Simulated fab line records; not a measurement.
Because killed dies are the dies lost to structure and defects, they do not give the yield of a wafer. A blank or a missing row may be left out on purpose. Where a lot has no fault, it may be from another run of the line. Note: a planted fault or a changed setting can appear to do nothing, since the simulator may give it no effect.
What tool caused it? | flow n5 finfet | Sampling: 22 lots, 66 wafers, 6 of 1938 route steps

== WHAT THE GAUGES READ, wafer by wafer ==
The record lacks any reading of a measuring or inspecting step that a usual standard deviation could be used to judge.

== EACH LOT AND THE TOOL THAT RAN IT (in order: tool; ch and the chambers of the sampled wafers; start) ==
lot  | N5_HKMG_FIN_STRIP_90              | N5_GATE_CUT_VAPOR_ETCH_60         | N5_MOL_CONTACT_COAG_ETCH_15        | N5_MOL_CONTACT_COAG_STRIP_98       | N5_MOL_CONTACT_COAG_ALD_20         | N5_MOL_CONTACT_COAG_PRE_CLEAN_141
L074 | rie diel-05 ch 0,3, day 4 04:46   | rie metal-03 ch 0,1, day 4 07:25  | rie diel-03 ch 1,2,3, day 4 15:10  | rie diel-03 ch 1,2,3, day 4 15:17  | ald metal-03 ch 0,1,2, day 4 15:59 | pvd sputter-01, day 4 19:22
L076 | rie diel-05 ch 2,3, day 4 19:38   | rie metal-02 ch 0, day 4 21:50    | rie diel-01 ch 0,1,3, day 5 09:39  | rie diel-01 ch 0,1,3, day 5 09:46  | ald metal-03 ch 1,2,3, day 5 10:29 | pvd sputter-03, day 5 11:11
L077 | rie diel-05 ch 0,1,3, day 5 00:05 | rie metal-03 ch 0,1, day 5 02:18  | rie diel-05 ch 0,2,3, day 5 13:49  | rie diel-05 ch 0,2,3, day 5 13:56  | ald metal-03 ch 1,2, day 5 14:36   | pvd sputter-02, day 5 15:25
L078 | rie diel-05 ch 2,3, day 5 10:19   | rie metal-02 ch 0,1, day 5 12:32  | rie diel-05 ch 0,3, day 5 20:00    | rie diel-05 ch 0,3, day 5 20:07    | ald metal-04 ch 0,3, day 5 20:46   | pvd sputter-02, day 5 21:34
L079 | rie diel-05 ch 0,2, day 5 14:14   | rie metal-02 ch 0, day 5 16:40    | rie diel-05 ch 1,2, day 6 01:50    | rie diel-05 ch 1,2, day 6 01:57    | ald metal-03 ch 0,2,3, day 6 03:14 | pvd sputter-01, day 6 03:51
L080 | rie diel-05 ch 0,3, day 5 23:40   | rie metal-01 ch 0,1, day 6 01:59  | rie diel-05 ch 0,1,3, day 6 09:54  | rie diel-05 ch 0,1,3, day 6 10:01  | ald metal-03 ch 0,3, day 6 10:59   | pvd sputter-02, day 6 12:20
L081 | rie diel-01 ch 1,3, day 6 03:29   | rie metal-02 ch 0,1, day 6 05:52  | rie diel-05 ch 0,1,2, day 6 13:34  | rie diel-05 ch 0,1,2, day 6 13:40  | ald metal-04 ch 2,3, day 6 14:20   | pvd sputter-02, day 6 16:32
L082 | rie diel-05 ch 0,3, day 6 12:32   | rie metal-01 ch 0,1, day 6 14:46  | rie diel-05 ch 1,2, day 6 23:26    | rie diel-05 ch 1,2, day 6 23:33    | ald metal-03 ch 1,2,3, day 7 00:24 | pvd sputter-01, day 7 01:20
L083 | rie diel-01 ch 0,3, day 6 14:37   | rie metal-03 ch 0,1, day 6 16:51  | rie diel-01 ch 1,2,3, day 7 00:52  | rie diel-01 ch 1,2,3, day 7 00:59  | ald metal-01 ch 0,1,2, day 7 01:48 | pvd sputter-01, day 7 02:41
L084 | rie diel-05 ch 1,2,3, day 7 01:01 | rie metal-03 ch 0,1, day 7 03:14  | rie diel-01 ch 2,3, day 7 12:08    | rie diel-01 ch 2,3, day 7 12:14    | ald metal-04 ch 0,3, day 7 12:53   | pvd sputter-01, day 7 14:45
L085 | rie diel-05 ch 0,1, day 7 09:23   | rie metal-03 ch 0,1, day 7 11:37  | rie diel-05 ch 1,2,3, day 7 19:23  | rie diel-05 ch 1,2,3, day 7 19:30  | ald metal-03 ch 0,1, day 7 20:49   | pvd sputter-03, day 7 22:04
L086 | rie diel-03 ch 0,1, day 7 13:44   | rie metal-03 ch 0,1, day 7 15:59  | rie diel-05 ch 0,1, day 7 23:43    | rie diel-05 ch 0,1, day 7 23:50    | ald metal-04 ch 1,2, day 8 02:21   | pvd sputter-01, day 8 03:01
L087 | rie diel-01 ch 1,2, day 7 18:49   | rie metal-03 ch 0,1, day 7 21:01  | rie diel-05 ch 1,3, day 8 05:17    | rie diel-05 ch 1,3, day 8 05:24    | ald metal-04 ch 0,3, day 8 06:20   | pvd sputter-03, day 8 07:13
L088 | rie diel-01 ch 1,2,3, day 7 21:01 | rie metal-02 ch 0,1, day 7 23:11  | rie diel-05 ch 1,2,3, day 8 07:27  | rie diel-05 ch 1,2,3, day 8 07:33  | ald metal-03 ch 0,2,3, day 8 10:42 | pvd sputter-02, day 8 11:37
L089 | rie diel-03 ch 0,1,2, day 8 02:29 | rie metal-02 ch 0,1, day 8 05:00  | rie diel-01 ch 2,3, day 8 12:54    | rie diel-01 ch 2,3, day 8 13:01    | ald metal-03 ch 0,1,3, day 8 14:37 | pvd sputter-03, day 8 15:24
L090 | rie diel-05 ch 1,3, day 8 08:01   | rie metal-01 ch 0,1, day 8 10:16  | rie diel-03 ch 0,1,3, day 8 18:10  | rie diel-03 ch 0,1,3, day 8 18:17  | ald metal-01 ch 1,2, day 8 18:58   | pvd sputter-02, day 8 19:56
L091 | rie diel-01 ch 1,2,3, day 8 14:19 | rie metal-02 ch 0,1, day 8 16:36  | rie diel-03 ch 0,1,2, day 9 00:32  | rie diel-03 ch 0,1,2, day 9 00:39  | ald metal-03 ch 0,1,2, day 9 02:32 | pvd sputter-02, day 9 04:23
L092 | rie diel-03 ch 0,1,3, day 8 16:00 | rie metal-01 ch 0,1, day 8 18:12  | rie diel-05 ch 0,1,2, day 9 02:40  | rie diel-05 ch 0,1,2, day 9 02:47  | ald metal-01 ch 0,1,2, day 9 04:24 | pvd sputter-02, day 9 05:24
L094 | rie diel-03 ch 0,2,3, day 9 09:55 | rie metal-02 ch 0,1, day 9 12:08  | rie diel-03 ch 0,2,3, day 9 19:43  | rie diel-03 ch 0,2,3, day 9 19:50  | ald metal-03 ch 1,2, day 9 20:40   | pvd sputter-03, day 9 21:20
L095 | rie diel-03 ch 1,3, day 9 14:39   | rie metal-03 ch 0,1, day 9 16:52  | rie diel-03 ch 0,2, day 10 01:20   | rie diel-03 ch 0,2, day 10 01:27   | ald metal-01 ch 2,3, day 10 02:34  | pvd sputter-03, day 10 03:45
L096 | rie diel-05 ch 2,3, day 9 21:51   | rie metal-02 ch 0,1, day 10 00:04 | rie diel-01 ch 0,1,3, day 10 07:32 | rie diel-01 ch 0,1,3, day 10 07:38 | ald metal-04 ch 2,3, day 10 09:57  | pvd sputter-03, day 10 11:22
L097 | rie diel-03 ch 1,2, day 9 22:36   | rie metal-03 ch 0,1, day 10 00:49 | rie diel-05 ch 0,1,3, day 10 08:25 | rie diel-05 ch 0,1,3, day 10 08:32 | ald metal-03 ch 0,1, day 10 10:08  | pvd sputter-02, day 10 11:22
- N5_HKMG_FIN_STRIP_90: strips SOC in N2/H2, time 20 s.
- N5_GATE_CUT_VAPOR_ETCH_60: etches HfO2 in BCl3/Cl2.
- N5_MOL_CONTACT_COAG_ETCH_15: etches SiNx in CH3F/O2, stops on Si:P, target depth 7 nm.
- N5_MOL_CONTACT_COAG_STRIP_98: strips in N2/H2.
- N5_MOL_CONTACT_COAG_ALD_20: deposits TiN, target thk 1.5 nm, pulse time 1 s, purge time 3 s.
- N5_MOL_CONTACT_COAG_PRE_CLEAN_141: time 60 s.

== AS READ BY THE TOOLS THEMSELVES (means over the sampled wafers that have a number; for cases with no such wafer, the mark the record gives instead) ==
N5_HKMG_FIN_STRIP_90. Usual: drypump motor current A 5.8 A, standard deviation 0.49; oes product au 0.76 a.u., standard deviation 0.062; rf fwd power W 497.4 W, standard deviation 1.5; rf vpp V 54.2 V, standard deviation 0.84; showerhead plenum p Torr 3.39 Torr, standard deviation 0.11; throttle valve pct 19.0 %, standard deviation 0.36.
lot  | tool        | drypump motor current A (A) | oes product au (a.u.) | rf fwd power W (W) | rf vpp V (V) | showerhead plenum p Torr (Torr) | throttle valve pct (%) | flag
L074 | rie diel-05 | 5.3                         | 0.74                  | 499.1              | 54.0         | 3.40                            | 19.0                   |
L076 | rie diel-05 | 5.7                         | 0.75                  | 496.2              | 53.8         | 3.37                            | 19.1                   |
L077 | rie diel-05 | 5.6                         | 0.74                  | 498.9              | 54.1         | 3.39                            | 19.1                   |
L078 | rie diel-05 | 6.0                         | 0.73                  | 497.0              | 54.3         | 3.36                            | 19.1                   |
L079 | rie diel-05 | 6.0                         | 0.72                  | 497.4              | 54.1         | 3.39                            | 19.2                   |
L080 | rie diel-05 | 5.3                         | 0.73                  | 496.3              | 54.3         | 3.43                            | 19.1                   |
L081 | rie diel-01 | 5.4                         | 0.80                  | 498.4              | 54.5         | 3.45                            | 19.0                   |
L082 | rie diel-05 | 5.3                         | 0.72                  | 497.5              | 54.1         | 3.43                            | 19.1                   |
L083 | rie diel-01 | 5.2                         | 0.78                  | 497.2              | 54.2         | 3.52                            | 19.0                   |
L084 | rie diel-05 | 5.9                         | 0.72                  | 497.9              | 54.4         | 3.34                            | 19.2                   |
L085 | rie diel-05 | 5.8                         | 0.72                  | 497.6              | 53.8         | 3.36                            | 19.3                   |
L086 | rie diel-03 | 5.9                         | 0.84                  | 495.9              | 54.5         | 3.43                            | 18.4                   |
L087 | rie diel-01 | 5.9                         | 0.76                  | 498.9              | 53.9         | 3.32                            | 18.8                   |
L088 | rie diel-01 | 5.5                         | 0.78                  | 496.9              | 55.2         | 3.43                            | 18.9                   |
L089 | rie diel-03 | 6.2                         | 0.81                  | 497.8              | 54.4         | 3.42                            | 18.8                   |
L090 | rie diel-05 | 5.6                         | 0.72                  | 497.7              | 53.8         | 3.34                            | 19.2                   |
L091 | rie diel-01 | 5.5                         | 0.77                  | 497.6              | 54.8         | 3.43                            | 18.9                   |
L092 | rie diel-03 | 6.1                         | 0.83                  | 498.2              | 54.0         | 3.34                            | 18.5                   |
L094 | rie diel-03 | 6.4                         | 0.80                  | 498.0              | 54.3         | 3.32                            | 19.0                   |
L095 | rie diel-03 | 6.1                         | 0.78                  | 497.5              | 53.9         | 3.32                            | 18.5                   |
L096 | rie diel-05 | 5.7                         | 0.71                  | 495.6              | 54.1         | 3.34                            | 19.2                   |
L097 | rie diel-03 | 6.3                         | 0.72                  | 497.6              | 55.5         | 3.47                            | 19.2                   |

N5_GATE_CUT_VAPOR_ETCH_60. Usual: drypump motor current A 5.7 A, standard deviation 0.39; oes product au 0.81 a.u., standard deviation 0.092.
lot  | tool         | drypump motor current A (A) | oes product au (a.u.) | flag
L074 | rie metal-03 | 5.4                         | 0.87                  |
L076 | rie metal-02 | 5.9                         | 0.95                  |
L077 | rie metal-03 | 5.5                         | 0.78                  |
L078 | rie metal-02 | 5.8                         | 0.87                  |
L079 | rie metal-02 | 5.9                         | 0.94                  |
L080 | rie metal-01 | 6.1                         | 0.79                  |
L081 | rie metal-02 | 5.8                         | 0.87                  |
L082 | rie metal-01 | 6.3                         | 0.81                  |
L083 | rie metal-03 | 5.4                         | 0.83                  |
L084 | rie metal-03 | 5.4                         | 0.83                  |
L085 | rie metal-03 | 5.4                         | 0.83                  |
L086 | rie metal-03 | 5.4                         | 0.82                  |
L087 | rie metal-03 | 5.4                         | 0.82                  |
L088 | rie metal-02 | 5.8                         | 0.84                  |
L089 | rie metal-02 | 5.6                         | 0.78                  |
L090 | rie metal-01 | 6.1                         | 0.76                  |
L091 | rie metal-02 | 5.6                         | 0.77                  |
L092 | rie metal-01 | 6.3                         | 0.79                  |
L094 | rie metal-02 | 5.8                         | 0.83                  |
L095 | rie metal-03 | 5.5                         | 0.76                  |
L096 | rie metal-02 | 5.6                         | 0.76                  |
L097 | rie metal-03 | 5.4                         | 0.81                  |

N5_MOL_CONTACT_COAG_ETCH_15. Usual: drypump motor current A 5.8 A, standard deviation 0.49; oes product au 0.55 a.u., standard deviation 0.045; rf fwd power W 392.7 W, standard deviation 1.3; rf vpp V 295.5 V, standard deviation 2.3; showerhead plenum p Torr 2.02 Torr, standard deviation 0.063; throttle valve pct 16.33 %, standard deviation 0.21.
lot  | tool        | drypump motor current A (A) | oes product au (a.u.) | rf fwd power W (W) | rf vpp V (V) | showerhead plenum p Torr (Torr) | throttle valve pct (%) | flag
L074 | rie diel-03 | 6.2                         | 0.58                  | 391.8              | 296.9        | 2.04                            | 16.25                  |
L076 | rie diel-01 | 5.6                         | 0.56                  | 392.6              | 297.1        | 2.03                            | 16.11                  |
L077 | rie diel-05 | 5.6                         | 0.54                  | 393.1              | 294.1        | 2.02                            | 16.43                  |
L078 | rie diel-05 | 5.3                         | 0.54                  | 392.6              | 295.4        | 2.05                            | 16.42                  |
L079 | rie diel-05 | 6.3                         | 0.53                  | 393.3              | 293.4        | 1.99                            | 16.45                  |
L080 | rie diel-05 | 5.5                         | 0.54                  | 393.6              | 294.9        | 2.01                            | 16.42                  |
L081 | rie diel-05 | 5.9                         | 0.53                  | 392.9              | 295.0        | 2.01                            | 16.43                  |
L082 | rie diel-05 | 6.2                         | 0.52                  | 393.0              | 293.3        | 1.98                            | 16.44                  |
L083 | rie diel-01 | 5.5                         | 0.59                  | 392.8              | 297.6        | 2.05                            | 16.10                  |
L084 | rie diel-01 | 5.3                         | 0.60                  | 392.2              | 299.8        | 2.12                            | 16.03                  |
L085 | rie diel-05 | 6.0                         | 0.52                  | 392.1              | 293.8        | 1.98                            | 16.48                  |
L086 | rie diel-05 | 5.5                         | 0.53                  | 394.5              | 295.4        | 2.03                            | 16.44                  |
L087 | rie diel-05 | 5.9                         | 0.52                  | 391.9              | 294.8        | 1.97                            | 16.45                  |
L088 | rie diel-05 | 5.9                         | 0.52                  | 392.6              | 293.1        | 1.98                            | 16.48                  |
L089 | rie diel-01 | 5.2                         | 0.60                  | 392.2              | 298.7        | 2.11                            | 16.02                  |
L090 | rie diel-03 | 6.1                         | 0.60                  | 391.7              | 294.8        | 2.00                            | 16.15                  |
L091 | rie diel-03 | 6.2                         | 0.58                  | 391.9              | 296.3        | 2.04                            | 16.28                  |
L092 | rie diel-05 | 5.9                         | 0.52                  | 393.7              | 295.5        | 2.00                            | 16.47                  |
L094 | rie diel-03 | 6.4                         | 0.58                  | 392.7              | 295.7        | 1.98                            | 16.36                  |
L095 | rie diel-03 | 6.4                         | 0.60                  | 391.4              | 293.5        | 1.99                            | 16.35                  |
L096 | rie diel-01 | 5.6                         | 0.59                  | 393.5              | 297.9        | 2.01                            | 16.01                  |
L097 | rie diel-05 | 5.6                         | 0.59                  | 393.3              | 295.0        | 2.00                            | 16.34                  |

N5_MOL_CONTACT_COAG_STRIP_98. Usual: drypump motor current A 5.8 A, standard deviation 0.49; oes product au 0.75 a.u., standard deviation 0.066; rf vpp V 54.3 V, standard deviation 1.5; showerhead plenum p Torr 3.39 Torr, standard deviation 0.1; throttle valve pct 18.9 %, standard deviation 0.34.
lot  | tool        | drypump motor current A (A) | oes product au (a.u.) | rf vpp V (V) | showerhead plenum p Torr (Torr) | throttle valve pct (%) | flag
L074 | rie diel-03 | 6.2                         | 0.79                  | 52.8         | 3.42                            | 18.7                   |
L076 | rie diel-01 | 5.6                         | 0.76                  | 55.4         | 3.41                            | 18.7                   |
L077 | rie diel-05 | 5.6                         | 0.73                  | 53.0         | 3.39                            | 19.0                   |
L078 | rie diel-05 | 5.3                         | 0.74                  | 54.7         | 3.43                            | 19.0                   |
L079 | rie diel-05 | 6.2                         | 0.72                  | 53.1         | 3.34                            | 19.1                   |
L080 | rie diel-05 | 5.6                         | 0.73                  | 53.9         | 3.38                            | 19.1                   |
L081 | rie diel-05 | 5.9                         | 0.72                  | 54.6         | 3.38                            | 19.1                   |
L082 | rie diel-05 | 6.2                         | 0.71                  | 53.9         | 3.33                            | 19.2                   |
L083 | rie diel-01 | 5.5                         | 0.80                  | 54.8         | 3.44                            | 18.8                   |
L084 | rie diel-01 | 5.3                         | 0.83                  | 54.8         | 3.55                            | 18.9                   |
L085 | rie diel-05 | 6.0                         | 0.72                  | 53.2         | 3.34                            | 19.1                   |
L086 | rie diel-05 | 5.5                         | 0.71                  | 54.6         | 3.40                            | 19.1                   |
L087 | rie diel-05 | 5.9                         | 0.70                  | 53.8         | 3.32                            | 19.1                   |
L088 | rie diel-05 | 6.0                         | 0.71                  | 55.7         | 3.33                            | 19.1                   |
L089 | rie diel-01 | 5.2                         | 0.80                  | 54.2         | 3.55                            | 18.9                   |
L090 | rie diel-03 | 6.1                         | 0.83                  | 53.7         | 3.34                            | 18.4                   |
L091 | rie diel-03 | 6.2                         | 0.80                  | 54.0         | 3.42                            | 18.7                   |
L092 | rie diel-05 | 5.9                         | 0.70                  | 54.2         | 3.36                            | 19.2                   |
L094 | rie diel-03 | 6.4                         | 0.79                  | 53.9         | 3.32                            | 18.9                   |
L095 | rie diel-03 | 6.4                         | 0.81                  | 54.4         | 3.33                            | 18.8                   |
L096 | rie diel-01 | 5.6                         | 0.81                  | 52.9         | 3.39                            | 18.6                   |
L097 | rie diel-05 | 5.6                         | 0.79                  | 54.1         | 3.36                            | 19.0                   |

N5_MOL_CONTACT_COAG_ALD_20. Usual: heater power w 881 W, standard deviation 80; precursor pulse height rel 1.001, standard deviation 0.018; susceptor temp C 400.00 C, standard deviation 0.22.
lot  | tool         | heater power w (W) | precursor pulse height rel | susceptor temp C (C) | flag
L074 | ald metal-03 | 870                | 0.992                      | 399.76               |
L076 | ald metal-03 | 874                | 0.989                      | 399.92               |
L077 | ald metal-03 | 832                | 1.005                      | 400.06               |
L078 | ald metal-04 | 801                | 1.003                      | 399.79               |
L079 | ald metal-03 | 852                | 1.016                      | 400.18               |
L080 | ald metal-03 | 873                | 1.016                      | 399.88               |
L081 | ald metal-04 | 925                | 0.988                      | 400.04               |
L082 | ald metal-03 | 855                | 1.015                      | 399.98               |
L083 | ald metal-01 | 887                | 1.001                      | 400.07               |
L084 | ald metal-04 | 811                | 0.996                      | 399.85               |
L085 | ald metal-03 | 920                | 1.000                      | 399.90               |
L086 | ald metal-04 | 986                | 0.981                      | 400.21               |
L087 | ald metal-04 | 783                | 1.005                      | 400.02               |
L088 | ald metal-03 | 856                | 0.996                      | 399.80               |
L089 | ald metal-03 | 903                | 1.011                      | 399.82               |
L090 | ald metal-01 | 857                | 0.995                      | 400.18               |
L091 | ald metal-03 | 875                | 1.000                      | 399.81               |
L092 | ald metal-01 | 883                | 1.008                      | 400.07               |
L094 | ald metal-03 | 843                | 1.011                      | 400.05               |
L095 | ald metal-01 | 886                | 1.001                      | 400.56               |
L096 | ald metal-04 | 919                | 0.992                      | 399.90               |
L097 | ald metal-03 | 925                | 1.012                      | 399.97               |

N5_MOL_CONTACT_COAG_PRE_CLEAN_141. Usual: heater power w 482 W, standard deviation 55; susceptor temp C 299.98 C, standard deviation 0.19.
lot  | tool           | heater power w (W) | susceptor temp C (C) | flag
L074 | pvd sputter-01 | 462                | 299.94               |
L076 | pvd sputter-03 | 481                | 299.82               |
L077 | pvd sputter-02 | 530                | 300.08               |
L078 | pvd sputter-02 | 442                | 299.86               |
L079 | pvd sputter-01 | 437                | 299.95               |
L080 | pvd sputter-02 | 453                | 300.23               |
L081 | pvd sputter-02 | 493                | 299.98               |
L082 | pvd sputter-01 | 413                | 299.91               |
L083 | pvd sputter-01 | 464                | 299.89               |
L084 | pvd sputter-01 | 459                | 300.20               |
L085 | pvd sputter-03 | 495                | 300.02               |
L086 | pvd sputter-01 | 466                | 299.80               |
L087 | pvd sputter-03 | 500                | 299.95               |
L088 | pvd sputter-02 | 496                | 300.03               |
L089 | pvd sputter-03 | 510                | 300.05               |
L090 | pvd sputter-02 | 489                | 299.99               |
L091 | pvd sputter-02 | 509                | 299.96               |
L092 | pvd sputter-02 | 513                | 300.00               |
L094 | pvd sputter-03 | 474                | 299.89               |
L095 | pvd sputter-03 | 551                | 300.15               |
L096 | pvd sputter-03 | 510                | 299.98               |
L097 | pvd sputter-02 | 486                | 299.96               |

== THE ANSWER, worked out from the rows above alone ==
Rule: lot off if the mean of its wafers having a number is beyond 3 standard deviations from the usual mean. A lot without any number at a reading at which 4 lots or more have one is off too. Where the step has rows for the other lots, those lots are counted as sound. The gauges are gone through in route order, then the tools' own readings, and for those a lot's mean is taken as printed above. The first step at which some lot is off is used, and at that step the reading that is off furthest; a lot without a number counts as furthest.
No lot is off at any reading shown: from this, nothing can be told.

== WHAT HAD BEEN PUT IN BY THE SIMULATOR ==
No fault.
